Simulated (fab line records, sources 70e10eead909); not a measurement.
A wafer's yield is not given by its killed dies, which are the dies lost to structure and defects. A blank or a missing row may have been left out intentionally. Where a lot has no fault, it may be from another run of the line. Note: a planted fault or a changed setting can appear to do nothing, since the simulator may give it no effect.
fab line records	flow nandHarc
[record] lots = 6	wafers = 18	lastDay = 26
route steps=1159 shown THIN_TSV@1118 END@1158
lots with no fault: from the same line, run without faults
startH: hours from the record's first day to the start of the lot's first wafer shown	waitH: hours since the lot's step before	" the same as in the row above	L1.1+2: a single row standing in for several wafers	- either no value or no given start	* or withheld: withheld	< > ~ a bound
route shown NAME@n: names a module that has steps shown in the file, with the first one's number in the route	usual: the fault-free wafers' mean and standard deviation	same: alike in all rows	chamber/n: place in a boat	sites: the reading at each site	_std_site: standard deviation across them	_edge_site: mean of outer sites minus mean of inner sites	radiusMm: for every site, how far away it sits from the centre of the wafer	mask NAME#n: copy n	behind: the tool/chamber that last shaped the wafer	hold: what put the lot on hold/how long, in hours/how the hold closed	device: the n, p or np transistor that did not switch	end of line: the tests these same wafers got at the end of their route	a step given without rows: its recipe and nothing more	killed: at the first sort, the dies lost to defects and structure; wafer yield is something else	map: dies across one wafer; x = killed, . = not, _ = none there
set.NAME: the run value of the setting; set.NAME@STEP: its run value at that earlier step	model.NAME: the simulator's own value behind a step, which no gauge read
lots at some steps of the route; a table a step, a row a wafer
services: when a tool's chamber went out of use (startH, in hours from the record's first day, below 0 if earlier), for how many hours, and the reason
[[steps]]
[step NHARC_THIN_TSV_DESCUM_14]
[recipe] timeS = 3	o2FlowSccm = 200	arFlowSccm = 0	biasPowerW = 0	chemistry = O2
[step NHARC_THIN_TSV_ETCH_44]
[recipe] targetDepthA = 15942	timeS = 797.1	cf4FlowSccm = 150	o2FlowSccm = 10	arFlowSccm = 0	rfW = 300	biasW = 800	chemistry = CF4/O2
[step NHARC_THIN_TSV_ETCH_15]
[recipe] targetDepthA = 30000	boschTargetOveretchCycles = 2	boschEtchStepS = 2.8	boschDepStepS = 1.2	boschCycles = 14
[step NHARC_THIN_TSV_CD_MEAS_16]
[usual] cdNm = 999.8/1.6
lot.wafer	tool	chamber	startH	waitH	cdNm
L627.2	cdSem-01	-	454.95	0.1	1000.6
L627.3	"	-	"	"	1001.5
L627.4	"	-	"	"	1000.7
L629.2	cdSem-03	-	461.07	0.1	997.9
L629.5	"	-	"	"	998.8
L629.6	"	-	"	"	998.5
L637.2	cdSem-02	-	545.48	0.1	1001.2
L637.4	"	-	"	"	999.5
L637.6	"	-	"	"	1000.2
L644.2	cdSem-01	-	589.07	0.1	998.4
L644.5	"	-	"	"	998.4
L644.6	"	-	"	"	997.4
L643.3	cdSem-01	-	590.47	0.1	1002.4
L643.4	"	-	"	"	1003.1
L643.6	"	-	"	"	1001.4
L646.3	cdSem-01	-	598.35	0.1	1000.3
L646.4	"	-	"	"	1000.0
L646.6	"	-	"	"	1002.0
[step NHARC_THIN_TSV_STRIP_45]
[recipe] powerW = 1500	tempC = 250	chemistry = O2
[usual] drypumpMotorCurrentA = 5.8/0.45	heaterPowerW = 346/20
lot.wafer	tool	chamber	startH	waitH	drypumpMotorCurrentA	heaterPowerW	rfHoursCounterH
L627.2	plasmaAsher-02	1	455.07	0.1	6.5	339	27
L627.4	"	0	"	"	5.2	370	-
L627.3	"	1	"	"	6.5	354	-
L629.2	plasmaAsher-02	0	462.08	1.0	5.2	366	31
L629.6	"	1	"	"	6.5	348	-
L629.5	"	0	"	"	5.2	362	-
L637.2	plasmaAsher-01	1	545.60	0.1	5.6	341	26
L637.4	"	1	"	"	5.6	352	-
L637.6	"	1	"	"	5.6	347	-
L644.2	plasmaAsher-02	0	589.19	0.1	5.2	374	16
L644.5	"	1	"	"	6.5	367	-
L644.6	"	0	"	"	5.2	373	-
L643.3	plasmaAsher-01	0	590.63	0.2	5.7	326	-
L643.4	"	1	"	"	5.7	346	-
L643.6	"	0	"	"	5.8	318	-
L646.3	plasmaAsher-02	0	598.51	0.2	5.3	375	-
L646.4	"	1	"	"	6.5	370	-
L646.6	"	0	"	"	5.3	374	-
[step NHARC_THIN_TSV_STRIP_46]
[recipe] timeS = 1200	tempC = 72.5	chemistry = postEtchResidueRemover
[step NHARC_THIN_TSV_DEP_47]
[recipe] targetThkA = 2000	tempC = withheld	pressureTorr = 6.5	rfW = 900	teosFlowSccm = 161.4	flowSccm = 2650	targetThkNm = 200	gas = O2	material = SiO2
[step NHARC_THIN_TSV_ETCHBACK_48]
[recipe] targetDepthA = 10285	overEtchFrac = 0.3	timeS = 405.17	ionEnergyEv = 250	c4f8FlowSccm = withheld	arFlowSccm = withheld	rfW = 600	biasW = 300	chemistry = C4F8/Ar
[usual] oesProductAu = 0.95/0.034	rfVppV = 547/3.6
lot.wafer	tool	chamber	startH	waitH	oesProductAu	rfHoursCounterH	rfVppV
L627.3	rieDiel-06	2	456.35	0.3	0.97	1	545
L627.4	"	0	"	"	0.98	2	541
L627.2	"	1	"	"	0.97	2	552
L629.2	rieDiel-06	1	463.26	-	0.93	3	552
L629.6	"	0	"	"	0.92	-	540
L629.5	"	1	"	"	0.92	-	552
L637.2	rieDiel-02	3	546.84	-	0.91	2	545
L637.4	"	0	"	"	0.92	2	545
L637.6	"	2	"	"	0.92	-	552
L644.2	rieDiel-06	1	590.44	-	0.93	17	552
L644.6	"	0	"	"	0.92	-	542
L644.5	"	1	"	"	0.92	-	552
L643.3	rieDiel-06	3	591.82	-	1.02	17	552
L643.4	"	0	"	"	1.01	17	541
L643.6	"	2	"	"	1.01	-	545
L646.3	rieDiel-02	0	599.69	-	0.93	7	545
L646.6	"	2	"	"	0.94	-	551
L646.4	"	0	"	"	0.94	-	546
[step NHARC_THIN_TSV_STRIP_62]
[recipe] powerW = 1500	tempC = 250	timeS = 20	chemistry = N2/H2
[step NHARC_THIN_TSV_DEGAS_49]
[recipe] tempC = 300	timeS = 120
[step NHARC_THIN_TSV_PRE_CLEAN_50]
[recipe] timeS = 30	tempC = 280	gas = H2/He
[step NHARC_THIN_TSV_PVD_19]
[recipe] targetThkA = 200	chamberPressurePa = 5	material = TaN
[usual] throttleValvePct = 29.8/0.76
lot.wafer	tool	chamber	startH	waitH	throttleValvePct
L627.3	pvdSputter-01	-	-	-	30.4
L627.4	"	-	"	"	29.7
L627.2	"	-	"	"	28.0
L629.2	pvdSputter-02	-	-	-	30.3
L629.5	"	-	"	"	29.7
L629.6	"	-	"	"	30.1
L637.2	pvdSputter-02	-	-	-	30.1
L637.4	"	-	"	"	29.0
L637.6	"	-	"	"	29.6
L644.2	pvdSputter-03	-	-	-	29.5
L644.6	"	-	"	"	29.6
L644.5	"	-	"	"	29.7
L643.3	pvdSputter-02	-	-	-	29.1
L643.4	"	-	"	"	30.2
L643.6	"	-	"	"	30.8
L646.4	pvdSputter-01	-	-	-	29.3
L646.3	"	-	"	"	29.8
L646.6	"	-	"	"	29.3
[step NHARC_THIN_TSV_PVD_51]
[recipe] targetThkA = 1000	chamberPressurePa = 5	material = Cu
[usual] throttleValvePct = 29.8/0.71
lot.wafer	tool	chamber	startH	waitH	throttleValvePct
L627.2	pvdSputter-01	-	457.28	-	29.0
L627.3	"	-	"	"	29.6
L627.4	"	-	"	"	27.9
L629.2	pvdSputter-02	-	464.06	-	30.9
L629.5	"	-	"	"	30.1
L629.6	"	-	"	"	28.9
L637.2	pvdSputter-02	-	547.60	-	29.0
L637.4	"	-	"	"	29.8
L637.6	"	-	"	"	30.9
L644.2	pvdSputter-03	-	591.33	-	28.7
L644.6	"	-	"	"	30.6
L644.5	"	-	"	"	30.0
L643.3	pvdSputter-02	-	592.57	-	30.8
L643.4	"	-	"	"	29.3
L643.6	"	-	"	"	30.7
L646.3	pvdSputter-01	-	600.52	-	30.1
L646.4	"	-	"	"	29.3
L646.6	"	-	"	"	29.1
[step NHARC_THIN_TSV_ECD_20]
[recipe] targetThkA = 20000	material = Cu
[step NHARC_THIN_TSV_ANNEAL_52]
[recipe] tempC = 225	timeS = 90
[step NHARC_THIN_TSV_CMP_21]
[recipe] tOverpolishS = 30	targetThkNm = 2000
[step NHARC_THIN_TSV_SRD_23]
[step NHARC_THIN_TSV_DEGAS_53]
[recipe] tempC = 300	timeS = 60
[step NHARC_THIN_TSV_PRE_CLEAN_54]
[recipe] timeS = 30	tempC = 280	gas = H2/He
[step NHARC_THIN_TSV_PVD_55]
[recipe] targetThkA = 500	material = TiN
[step NHARC_THIN_TSV_PVD_24]
[recipe] targetThkA = 8000	powerW = withheld	chamberPressurePa = withheld	substrateTempC = withheld	timeS = withheld	gas = Ar	material = Al
[step NHARC_THIN_TSV_DEHYDRATE_25]
[recipe] tempC = 150	timeS = 120
[step NHARC_THIN_TSV_HMDS_26]
[recipe] timeS = 30
[step NHARC_THIN_TSV_COAT_27]
[recipe] spinRpm = *
[step NHARC_THIN_TSV_SOFTBAKE_28]
[recipe] tempC = 122	timeS = 95
[step NHARC_THIN_TSV_EBR_29]
[step NHARC_THIN_TSV_EXPOSE_30]
[recipe] na = 0.55	doseMj = 11.47	maskId = PAD
[step NHARC_THIN_TSV_PEB_31]
[recipe] pebTempC = 118	pebTimeS = 85
[step NHARC_THIN_TSV_DEVELOP_32]
[recipe] timeS = 70
[step NHARC_THIN_TSV_CD_MEAS_33]
[recipe] targetCdNm = 5000	landingEnergyEv = 500
[usual] cdNm = 5000.0/1.3
lot.wafer	tool	chamber	startH	waitH	cdNm
L627.2	cdSem-02	0	460.04	-	4999.4
L627.3	"	0	"	"	4999.1
L627.4	"	0	"	"	5001.1
L629.2	cdSem-01	0	466.79	-	5000.3
L629.5	"	0	"	"	5000.3
L629.6	"	0	"	"	4998.8
L637.2	cdSem-03	0	550.60	-	5000.1
L637.4	"	0	"	"	5001.2
L637.6	"	0	"	"	5001.1
L644.2	cdSem-03	0	594.14	-	5000.9
L644.5	"	0	"	"	5002.2
L644.6	"	0	"	"	4999.5
L643.3	cdSem-01	0	595.45	-	5000.7
L643.4	"	0	"	"	5000.5
L643.6	"	0	"	"	4999.2
L646.3	cdSem-01	0	603.27	-	5000.8
L646.4	"	0	"	"	4999.6
L646.6	"	0	"	"	5000.9
[step NHARC_THIN_TSV_HARDBAKE_34]
[recipe] tempC = 125	timeS = 80
[step NHARC_THIN_TSV_DESCUM_35]
[recipe] timeS = 3	o2FlowSccm = 200	arFlowSccm = 0	biasPowerW = 0	chemistry = O2
[usual] drypumpMotorCurrentA = 5.6/0.39	oesProductAu = 1.002/0.0071	rfVppV = 57.8/0.86	showerheadPlenumPTorr = 1.92/0.088	throttleValvePct = 11.310/0.0093
lot.wafer	tool	chamber	startH	waitH	drypumpMotorCurrentA	oesProductAu	rfHoursCounterH	rfVppV	showerheadPlenumPTorr	throttleValvePct
L627.2	rieDiel-05	3	460.20	-	5.2	1.014	6	57.9	1.93	11.323
L627.4	"	0	"	"	5.1	1.000	6	59.1	1.89	11.311
L627.3	"	1	"	"	6.2	1.005	6	56.5	1.89	11.308
L629.2	rieDiel-06	1	466.98	-	6.1	0.997	3	59.6	2.05	11.306
L629.5	"	2	"	"	5.6	0.989	-	57.1	1.90	11.318
L629.6	"	3	"	"	5.1	1.001	-	59.2	2.04	11.305
L637.2	rieDiel-02	1	550.76	-	5.5	1.010	2	58.2	2.04	11.320
L637.4	"	3	"	"	5.5	1.001	2	57.7	1.87	11.314
L637.6	"	2	"	"	5.8	1.008	-	58.9	2.05	11.295
L644.2	rieDiel-05	1	594.32	-	6.2	1.011	5	58.1	1.89	11.297
L644.6	"	1	"	"	6.2	1.004	-	57.5	1.89	11.298
L644.5	"	2	"	"	5.1	1.002	-	58.7	1.81	11.313
L643.4	rieDiel-05	1	595.63	-	6.2	1.008	5	58.0	1.89	11.298
L643.3	"	2	"	"	5.1	0.988	5	58.0	1.81	11.313
L643.6	"	0	"	"	5.1	1.007	-	57.8	1.89	11.305
L646.3	rieDiel-05	0	603.45	-	5.1	1.006	7	58.9	1.89	11.287
L646.4	"	1	"	"	6.2	1.003	7	56.7	1.89	11.319
L646.6	"	3	"	"	5.2	0.998	-	58.1	1.93	11.293
[step NHARC_THIN_TSV_ETCH_59]
[recipe] targetDepthA = 8800	icpW = 900	biasW = 100	Cl2_flow_sccm = 60	bcl3FlowSccm = 30	timeS = 138.1	chemistry = Cl2/BCl3
[usual] drypumpMotorCurrentA = 5.6/0.57	oesProductAu = 0.994/0.0079	throttleValvePct = 22.264/0.0091
lot.wafer	tool	chamber	startH	waitH	drypumpMotorCurrentA	oesProductAu	rfHoursCounterH	throttleValvePct
L627.2	rieMetal-02	1	460.34	0.1	4.9	0.989	2.1	22.264
L627.4	"	1	"	"	4.9	0.994	-	22.260
L627.3	"	0	"	"	6.2	1.009	-	22.268
L629.2	rieMetal-03	1	467.11	0.1	6.0	1.001	0.1	22.249
L629.5	"	0	"	"	5.4	0.987	-	22.258
L629.6	"	1	"	"	5.9	1.001	-	22.273
L637.2	rieMetal-02	1	550.88	0.1	4.8	0.987	5.4	22.259
L637.4	"	1	"	"	4.8	0.985	-	22.247
L637.6	"	0	"	"	6.2	0.998	-	22.265
L644.2	rieMetal-01	0	594.45	0.1	5.6	0.995	1.9	22.263
L644.5	"	0	"	"	5.6	0.992	-	22.274
L644.6	"	1	"	"	6.0	1.002	-	22.268
L643.3	rieMetal-02	1	595.82	0.2	4.8	0.989	-	22.265
L643.4	"	0	"	"	6.3	0.983	-	22.261
L643.6	"	0	"	"	6.2	0.987	-	22.272
L646.4	rieMetal-02	1	603.65	0.2	4.8	1.000	-	22.283
L646.3	"	0	"	"	6.2	0.990	-	22.261
L646.6	"	1	"	"	4.9	0.995	-	22.249
[step NHARC_THIN_TSV_ETCH_36]
[recipe] targetDepthA = 650	overEtchFrac = 0.3	timeS = 18.571	ionEnergyEv = 150	chemistry = Cl2/BCl3
[step NHARC_THIN_TSV_STRIP_56]
[recipe] powerW = 1500	tempC = 250	chemistry = O2
[step NHARC_THIN_TSV_STRIP_57]
[recipe] timeS = 1200	tempC = 72.5	chemistry = postEtchResidueRemover
[step NHARC_THIN_TSV_CD_MEAS_37]
[usual] cdNm = 5000.0/2.1
lot.wafer	tool	chamber	startH	waitH	cdNm
L627.2	cdSem-01	-	461.76	-	4999.3
L627.3	"	-	"	"	5000.4
L627.4	"	-	"	"	5001.8
L629.2	cdSem-01	-	468.25	-	4999.0
L629.5	"	-	"	"	4998.5
L629.6	"	-	"	"	4996.7
L637.2	cdSem-02	-	552.04	-	5001.5
L637.4	"	-	"	"	5001.0
L637.6	"	-	"	"	5001.5
L644.2	cdSem-01	-	595.93	-	4998.8
L644.5	"	-	"	"	5000.3
L644.6	"	-	"	"	4996.6
L643.3	cdSem-02	-	596.90	-	5003.8
L643.4	"	-	"	"	5004.2
L643.6	"	-	"	"	5000.9
L646.3	cdSem-03	-	604.79	-	5001.5
L646.4	"	-	"	"	4999.9
L646.6	"	-	"	"	5002.6
[step NHARC_THIN_TSV_ANNEAL_58]
[recipe] tempC = 400	timeS = 1800
[step NHARC_THIN_TSV_INSPECT_40]
[usual] rawDefectCount = 460/81
lot.wafer	tool	chamber	startH	waitH	rawDefectCount
L627.2	defectInspect-02	-	466.21	0.4	411
L627.3	"	-	"	"	400
L627.4	"	-	"	"	342
L629.2	defectInspect-02	-	472.71	0.4	556
L629.5	"	-	"	"	649
L629.6	"	-	"	"	635
L637.2	defectInspect-01	-	553.78	0.4	458
L637.4	"	-	"	"	493
L637.6	"	-	"	"	472
L644.2	defectInspect-02	-	600.38	0.4	501
L644.5	"	-	"	"	593
L644.6	"	-	"	"	698
L643.3	defectInspect-02	-	600.38	0.4	536
L643.4	"	-	"	"	485
L643.6	"	-	"	"	479
L646.3	defectInspect-01	-	609.02	0.4	568
L646.4	"	-	"	"	505
L646.6	"	-	"	"	498
[step NHARC_END_WLT_00]
[usual] VT_DECK1_BOTTOM = 0.871/0.0079	VT_DECK1_BOTTOM_INNER = 0.872/0.0074	VT_DECK1_MEDIAN_NEAR_BOTTOM = 0.873/0.0079	VT_DECK1_MEDIAN_NEAR_BOTTOM_INNER = 0.873/0.0086	VT_DECK1_MIDDLE = 0.884/0.0074	VT_DECK1_MIDDLE_INNER = 0.885/0.0086	VT_DECK1_TOP = 0.897/0.0077	VT_DECK1_TOP_INNER = 0.895/0.008
lot.wafer	tool	chamber	startH	waitH	VT_DECK1_BOTTOM	VT_DECK1_BOTTOM_INNER	VT_DECK1_MEDIAN_NEAR_BOTTOM	VT_DECK1_MEDIAN_NEAR_BOTTOM_INNER	VT_DECK1_MIDDLE	VT_DECK1_MIDDLE_INNER	VT_DECK1_TOP	VT_DECK1_TOP_INNER
L627.2	prober-02	-	474.01	7.8	0.877	0.882	0.878	0.883	0.891	0.890	0.894	0.903
L627.3	"	-	"	"	0.872	0.880	0.873	0.889	0.883	0.903	0.910	0.908
L627.4	"	-	"	"	0.873	0.872	0.874	0.881	0.890	0.893	0.899	0.900
L629.2	prober-02	-	481.76	9.0	0.880	0.885	0.872	0.880	0.896	0.886	0.899	0.901
L629.5	"	-	483.25	10.5	0.878	0.877	0.875	0.881	0.888	0.901	0.906	0.897
L629.6	"	-	"	"	0.873	0.886	0.881	0.878	0.887	0.899	0.902	0.900
L637.2	prober-02	-	562.14	8.4	0.872	0.872	0.876	0.876	0.885	0.888	0.900	0.895
L644.2	prober-02	-	603.65	3.3	0.871	0.868	0.887	0.887	0.895	0.892	0.915	0.910
L644.5	"	-	605.11	4.7	0.886	0.878	0.892	0.889	0.894	0.899	0.902	0.909
L644.6	"	-	"	"	0.887	0.882	0.886	0.888	0.895	0.903	0.919	0.916
L646.3	prober-02	-	627.46	18.4	0.884	0.887	0.876	0.891	0.881	0.894	0.904	0.901
L646.4	"	-	"	"	0.880	0.872	0.880	0.875	0.896	0.897	0.899	0.906
L646.6	"	-	628.96	19.9	0.883	0.878	0.875	0.884	0.888	0.891	0.900	0.902
[step NHARC_END_SORT_01]
[recipe] tempC = 25
[usual] defectLimitedYield = 95.4/1.6	killedAtArray = 28/11	killedAtOther = 0.9/1.2	killedAtPeriphery = 2.6/2.1	killedDies = 31/11	killedOpen = 3.1/1.7	killedShort = 1.9/1.3	sort_bin_2_pct = 1.5/0.64	sort_bin_3_pct = 0.26/0.21	sort_bin_4_pct = 2.9/1.1	sortNPass = 646/11	sortRimYieldPct = 96.4/2.3	sortYieldPct = 95.4/1.6
[same] grossDies = 677	sort_bin_5_pct[%] = 0	sort_bin_6_pct[%] = 0	sort_bin_7_pct[%] = 0	sort_bin_8_pct[%] = 0	sortRimNGross = 106.00
lot.wafer	tool	chamber	startH	waitH	defectLimitedYield[%]	killedAtArray	killedAtOther	killedAtPeriphery	killedDies	killedOpen	killedShort	sort_bin_2_pct[%]	sort_bin_3_pct[%]	sort_bin_4_pct[%]	sortNPass	sortRimYieldPct[%]	sortYieldPct[%]
L637.4	prober-02	0	567.00	3.4	0	37	640	0	677	6	1	95.7	0.44	3.8	0	0	0
L637.6	prober-02	0	568.59	4.0	0	31	645	1	677	2	2	96.5	0.44	3.1	0	0	0
L643.3	prober-01	0	610.92	3.1	0	30	642	5	677	3	4	96.5	0.59	3.0	0	0	0
L643.4	prober-01	0	611.72	3.4	0	31	645	1	677	2	1	97.6	0.15	2.2	0	0	0
L643.6	prober-01	0	613.32	4.0	0	30	640	7	677	3	3	95.9	0.44	3.7	0	0	0
// killed by level:class
L637.4 THIN_TSV:areaPvd=640 A_CHANNEL_HOLE_D1:chamberFilmFlake=20 A_CONTACT:chamberFilmFlake=9 A_CONTACT:geometricParticle:open=3 A_ONON_D1:geometricParticle:open=1 A_CHANNEL_FILL_D1:geometricParticle:short=1 A_WL_FILL:geometricParticle:open=1 A_M0:geometricParticle:open=1
L637.6 THIN_TSV:areaPvd=644 A_CHANNEL_HOLE_D1:chamberFilmFlake=20 A_CONTACT:chamberFilmFlake=6 A_SGD_CUT:geometricParticle:short=2 A_STAIRCASE:chamberFilmFlake=2 P_CONTACT:geometricParticle:open=1 A_M0:geometricParticle:open=1 THIN_TSV:chamberFilmFlake=1
L643.3 THIN_TSV:areaPvd=641 A_CHANNEL_HOLE_D1:chamberFilmFlake=17 P_M2:chamberFilmFlake=5 A_STAIRCASE:chamberFilmFlake=3 A_M1:chamberFilmFlake=2 A_SOURCE_PLATE:geometricParticle:short=1 A_ONON_D1:geometricParticle:short=1 A_SGD_CUT:geometricParticle:open=1
L643.4 THIN_TSV:areaPvd=645 A_CHANNEL_HOLE_D1:chamberFilmFlake=19 A_STAIRCASE:chamberFilmFlake=5 A_CONTACT:chamberFilmFlake=3 A_ONON_D1:geometricParticle:short=1 A_CONTACT:geometricParticle:open=1 A_M1:geometricParticle:open=1 P_M2:chamberFilmFlake=1
L643.6 THIN_TSV:areaPvd=638 A_CHANNEL_HOLE_D1:chamberFilmFlake=20 P_M2:chamberFilmFlake=5 A_CONTACT:chamberFilmFlake=3 A_STAIRCASE:chamberFilmFlake=2 P_GATE:geometricParticle:short=1 A_ONON_D1:geometricParticle:open=1 A_CHANNEL_HOLE_D1:geometricParticle:open=1
// map L637.4 (x killed, . not)
____________x____________
_________xxxxxxx_________
_______xxxxxxxxxxx_______
______xxxxxxxxxxxxx______
_____xxxxxxxxxxxxxxx_____
____xxxxxxxxxxxxxxxxx____
____xxxxxxxxxxxxxxxxx____
___xxxxxxxxxxxxxxxxxxx___
___xxxxxxxxxxxxxxxxxxx___
__xxxxxxxxxxxxxxxxxxxxx__
__xxxxxxxxxxxxxxxxxxxxx__
_xxxxxxxxxxxxxxxxxxxxxxx_
_xxxxxxxxxxxxxxxxxxxxxxx_
_xxxxxxxxxxxxxxxxxxxxxxx_
_xxxxxxxxxxxxxxxxxxxxxxx_
_xxxxxxxxxxxxxxxxxxxxxxx_
xxxxxxxxxxxxxxxxxxxxxxxxx
xxxxxxxxxxxxxxxxxxxxxxxxx
xxxxxxxxxxxxxxxxxxxxxxxxx
xxxxxxxxxxxxxxxxxxxxxxxxx
xxxxxxxxxxxxxxxxxxxxxxxxx
_xxxxxxxxxxxxxxxxxxxxxxx_
_xxxxxxxxxxxxxxxxxxxxxxx_
_xxxxxxxxxxxxxxxxxxxxxxx_
_xxxxxxxxxxxxxxxxxxxxxxx_
_xxxxxxxxxxxxxxxxxxxxxxx_
__xxxxxxxxxxxxxxxxxxxxx__
__xxxxxxxxxxxxxxxxxxxxx__
___xxxxxxxxxxxxxxxxxxx___
___xxxxxxxxxxxxxxxxxxx___
____xxxxxxxxxxxxxxxxx____
____xxxxxxxxxxxxxxxxx____
_____xxxxxxxxxxxxxxx_____
______xxxxxxxxxxxxx______
_______xxxxxxxxxxx_______
_________xxxxxxx_________
____________x____________
// map L643.3 (x killed, . not)
____________x____________
_________xxxxxxx_________
_______xxxxxxxxxxx_______
______xxxxxxxxxxxxx______
_____xxxxxxxxxxxxxxx_____
____xxxxxxxxxxxxxxxxx____
____xxxxxxxxxxxxxxxxx____
___xxxxxxxxxxxxxxxxxxx___
___xxxxxxxxxxxxxxxxxxx___
__xxxxxxxxxxxxxxxxxxxxx__
__xxxxxxxxxxxxxxxxxxxxx__
_xxxxxxxxxxxxxxxxxxxxxxx_
_xxxxxxxxxxxxxxxxxxxxxxx_
_xxxxxxxxxxxxxxxxxxxxxxx_
_xxxxxxxxxxxxxxxxxxxxxxx_
_xxxxxxxxxxxxxxxxxxxxxxx_
xxxxxxxxxxxxxxxxxxxxxxxxx
xxxxxxxxxxxxxxxxxxxxxxxxx
xxxxxxxxxxxxxxxxxxxxxxxxx
xxxxxxxxxxxxxxxxxxxxxxxxx
xxxxxxxxxxxxxxxxxxxxxxxxx
_xxxxxxxxxxxxxxxxxxxxxxx_
_xxxxxxxxxxxxxxxxxxxxxxx_
_xxxxxxxxxxxxxxxxxxxxxxx_
_xxxxxxxxxxxxxxxxxxxxxxx_
_xxxxxxxxxxxxxxxxxxxxxxx_
__xxxxxxxxxxxxxxxxxxxxx__
__xxxxxxxxxxxxxxxxxxxxx__
___xxxxxxxxxxxxxxxxxxx___
___xxxxxxxxxxxxxxxxxxx___
____xxxxxxxxxxxxxxxxx____
____xxxxxxxxxxxxxxxxx____
_____xxxxxxxxxxxxxxx_____
______xxxxxxxxxxxxx______
_______xxxxxxxxxxx_______
_________xxxxxxx_________
____________x____________
[[services]]
tool	chamber	startH	hours	kind
rieDiel-06	2	431.36	7.3	repair
plasmaAsher-02	-	451.55	0.5	repair
plasmaAsher-01	-	453.24	9.0	pm
rieDiel-06	-	455.40	0.5	repair
pvdSputter-01	-	463.54	1.1	repair
rieMetal-02	-	468.73	0.3	repair
rieDiel-02	2	491.92	5.7	repair
plasmaAsher-02	-	497.80	1.2	repair
rieDiel-02	-	504.70	9.0	pm
pvdSputter-01	-	514.00	10.0	pm
rieDiel-05	-	517.60	9.0	pm
rieDiel-02	-	518.45	0.2	repair
plasmaAsher-02	-	537.35	9.0	pm
rieDiel-02	3	537.37	5.0	repair
pvdSputter-02	-	537.91	0.5	repair
pvdSputter-01	-	548.86	7.2	repair
pvdSputter-02	-	551.57	0.5	repair
rieDiel-05	-	556.65	0.5	repair
rieMetal-02	-	565.18	9.0	pm
pvdSputter-02	-	570.00	10.0	pm
rieDiel-02	3	575.18	6.1	repair
rieDiel-06	0	588.98	1.3	repair
rieDiel-06	2	589.77	2.0	repair
rieDiel-06	-	595.28	9.0	pm
[[key]]
[firstSign] step = NHARC_END_SORT_01	reading = killedAtOther	direction = up	sigmas = 99+	usual = 0.9	struck = 642.4
[effect] step = NHARC_END_SORT_01	reading = sort_bin_2_pct	direction = up	sigmas = 99+	usual = 1.5	struck = 96.4
[moreKillsBornAt] NHARC_THIN_TSV_PVD_51@pvdSputter-02 = 3208
metAt NHARC_THIN_TSV_PVD_51
struckWafers L637.4,L637.6,L643.3,L643.4,L643.6
laterRowsLeftOut L637.4,L637.6,L643.3,L643.4,L643.6
onsetBetween 464.06 547.60
[fault] kind = processParameterDrift	tool = pvdSputter-02	chamber = -	onsetH = 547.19	steps = NHARC_THIN_TSV_PVD_51	channel = targetThkA	offset = *	shape = step	endH = 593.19	scope = struckWafersOnly	actsIn = *	stated = *
// laterRowsLeftOut: the simulator's readings of these wafers behind a module that went badly wrong aren't trusted and aren't shown, but for the sort
